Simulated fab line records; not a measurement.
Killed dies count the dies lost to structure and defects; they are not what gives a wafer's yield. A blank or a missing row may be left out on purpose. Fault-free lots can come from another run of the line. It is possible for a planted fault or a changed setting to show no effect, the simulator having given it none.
What tool caused it? :: flow nand harc :: 24 lots with 72 wafers sampled at 2 steps, on a route of 1302 steps

## WHAT THE GAUGES SHOWED, per wafer
NHARC_A_M1_INSPECT_11. Usual: raw defect count at 81, with a standard deviation of 38.
lot: L075
measured: day 23 05:47
on: defect inspect-02
raw defect count: 90 95 100
flag: 

lot: L076
measured: day 23 13:22
on: defect inspect-01
raw defect count: 70 78 76
flag: 

lot: L074
measured: day 23 13:39
on: defect inspect-02
raw defect count: 49 48 33
flag: 

lot: L077
measured: day 23 16:25
on: defect inspect-01
raw defect count: 23 36 31
flag: 

lot: L078
measured: day 24 08:48
on: defect inspect-01
raw defect count: 157 148 140
flag: 

lot: L079
measured: day 24 14:23
on: defect inspect-02
raw defect count: 30 28 27
flag: 

lot: L080
measured: day 25 03:47
on: defect inspect-01
raw defect count: 105 113 133
flag: 

lot: L082
measured: day 26 00:04
on: defect inspect-02
raw defect count: 82 87 91
flag: 

lot: L081
measured: day 26 04:06
on: defect inspect-01
raw defect count: 115 124 108
flag: 

lot: L083
measured: day 26 11:38
on: defect inspect-02
raw defect count: 28 31 41
flag: 

lot: L085
measured: day 28 00:31
on: defect inspect-01
raw defect count: 64 73 66
flag: 

lot: L084
measured: day 28 03:54
on: defect inspect-01
raw defect count: 39 34 34
flag: 

lot: L086
measured: day 28 08:55
on: defect inspect-01
raw defect count: 131 118 126
flag: 

lot: L087
measured: day 28 11:31
on: defect inspect-02
raw defect count: 19 31 35
flag: 

lot: L090
measured: day 29 17:22
on: defect inspect-01
raw defect count: 109 105 97
flag: 

lot: L091
measured: day 29 22:31
on: defect inspect-01
raw defect count: 111 121 112
flag: 

lot: L088
measured: day 29 22:42
on: defect inspect-01
raw defect count: 49 62 58
flag: 

lot: L089
measured: day 30 00:28
on: defect inspect-01
raw defect count: 28 23 30
flag: 

lot: L092
measured: day 30 17:58
on: defect inspect-01
raw defect count: 121 118 93
flag: 

lot: L094
measured: day 30 21:53
on: defect inspect-01
raw defect count: 66 58 67
flag: 

lot: L093
measured: day 31 00:09
on: defect inspect-01
raw defect count: 121 119 101
flag: 

lot: L096
measured: day 31 03:32
on: defect inspect-01
raw defect count: 108 126 128
flag: 

lot: L095
measured: day 31 07:20
on: defect inspect-01
raw defect count: 84 103 82
flag: 

lot: L097
measured: day 32 13:36
on: defect inspect-01
raw defect count: 96 120 126
flag: 

## EACH LOT AND THE TOOL THAT RAN IT (in order: tool; ch and the chambers of the sampled wafers; start)
lot: L075
NHARC_A_M0_PVD_20: pvd sputter-02, day 23 05:47 or earlier

lot: L076
NHARC_A_M0_PVD_20: pvd sputter-01, day 23 13:22 or earlier

lot: L074
NHARC_A_M0_PVD_20: pvd sputter-03, day 23 13:39 or earlier

lot: L077
NHARC_A_M0_PVD_20: pvd sputter-02, day 23 16:25 or earlier

lot: L078
NHARC_A_M0_PVD_20: pvd sputter-02, day 24 08:48 or earlier

lot: L079
NHARC_A_M0_PVD_20: pvd sputter-01, day 24 14:23 or earlier

lot: L080
NHARC_A_M0_PVD_20: pvd sputter-03, day 25 03:47 or earlier

lot: L082
NHARC_A_M0_PVD_20: pvd sputter-01, day 26 00:04 or earlier

lot: L081
NHARC_A_M0_PVD_20: pvd sputter-03, day 26 04:06 or earlier

lot: L083
NHARC_A_M0_PVD_20: pvd sputter-03, day 26 11:38 or earlier

lot: L085
NHARC_A_M0_PVD_20: pvd sputter-01, day 28 00:31 or earlier

lot: L084
NHARC_A_M0_PVD_20: pvd sputter-01, day 28 03:54 or earlier

lot: L086
NHARC_A_M0_PVD_20: pvd sputter-01, day 28 08:55 or earlier

lot: L087
NHARC_A_M0_PVD_20: pvd sputter-01, day 28 11:31 or earlier

lot: L090
NHARC_A_M0_PVD_20: pvd sputter-02, day 29 17:22 or earlier

lot: L091
NHARC_A_M0_PVD_20: pvd sputter-02, day 29 22:31 or earlier

lot: L088
NHARC_A_M0_PVD_20: pvd sputter-02, day 29 22:42 or earlier

lot: L089
NHARC_A_M0_PVD_20: pvd sputter-03, day 30 00:28 or earlier

lot: L092
NHARC_A_M0_PVD_20: pvd sputter-02, day 30 17:58 or earlier

lot: L094
NHARC_A_M0_PVD_20: pvd sputter-03, day 30 21:53 or earlier

lot: L093
NHARC_A_M0_PVD_20: pvd sputter-03, day 31 00:09 or earlier

lot: L096
NHARC_A_M0_PVD_20: pvd sputter-01, day 31 03:32 or earlier

lot: L095
NHARC_A_M0_PVD_20: pvd sputter-03, day 31 07:20 or earlier

lot: L097
NHARC_A_M0_PVD_20: pvd sputter-03, day 32 13:36 or earlier
- NHARC_A_M0_PVD_20: deposits TaN, target thk 5 nm, time 8.06 s.

## AS READ BY THE TOOLS THEMSELVES (means over the sampled wafers that have a number; for cases with no such wafer, the mark the record gives instead)
NHARC_A_M0_PVD_20. Usual: throttle valve pct at 30.3 %, with a standard deviation of 1.
lot: L075
tool: pvd sputter-02
throttle valve pct (%): 31.6
flag: 

lot: L076
tool: pvd sputter-01
throttle valve pct (%): 30.0
flag: 

lot: L074
tool: pvd sputter-03
throttle valve pct (%): 30.5
flag: 

lot: L077
tool: pvd sputter-02
throttle valve pct (%): 30.1
flag: 

lot: L078
tool: pvd sputter-02
throttle valve pct (%): 30.4
flag: 

lot: L079
tool: pvd sputter-01
throttle valve pct (%): 30.2
flag: 

lot: L080
tool: pvd sputter-03
throttle valve pct (%): 29.8
flag: 

lot: L082
tool: pvd sputter-01
throttle valve pct (%): 30.5
flag: 

lot: L081
tool: pvd sputter-03
throttle valve pct (%): 29.8
flag: 

lot: L083
tool: pvd sputter-03
throttle valve pct (%): 29.9
flag: 

lot: L085
tool: pvd sputter-01
throttle valve pct (%): 30.8
flag: 

lot: L084
tool: pvd sputter-01
throttle valve pct (%): 31.2
flag: 

lot: L086
tool: pvd sputter-01
throttle valve pct (%): 31.5
flag: 

lot: L087
tool: pvd sputter-01
throttle valve pct (%): 31.6
flag: 

lot: L090
tool: pvd sputter-02
throttle valve pct (%): 30.5
flag: 

lot: L091
tool: pvd sputter-02
throttle valve pct (%): 30.6
flag: 

lot: L088
tool: pvd sputter-02
throttle valve pct (%): 31.1
flag: 

lot: L089
tool: pvd sputter-03
throttle valve pct (%): 29.7
flag: 

lot: L092
tool: pvd sputter-02
throttle valve pct (%): 31.0
flag: 

lot: L094
tool: pvd sputter-03
throttle valve pct (%): 31.1
flag: 

lot: L093
tool: pvd sputter-03
throttle valve pct (%): 29.7
flag: 

lot: L096
tool: pvd sputter-01
throttle valve pct (%): 31.4
flag: 

lot: L095
tool: pvd sputter-03
throttle valve pct (%): 29.5
flag: 

lot: L097
tool: pvd sputter-03
throttle valve pct (%): 30.4
flag: 

## THE ANSWER, worked out from the rows above alone
Rule: a lot is off if the mean of its wafers that have a number lies more than 3 standard deviations from the usual mean. Also off: a lot with no number at a reading for which 4 or more lots have one. All remaining lots with rows at the step are treated as sound. The gauges are gone through in route order, then the tools' own readings, and for those a lot's mean is taken as printed above. The first step at which some lot is off is used, and at that step the reading that is off furthest; a lot without a number counts as furthest.
Nothing can be told from this: no lot is off at any reading shown.

## WHAT THE SIMULATOR PUT IN
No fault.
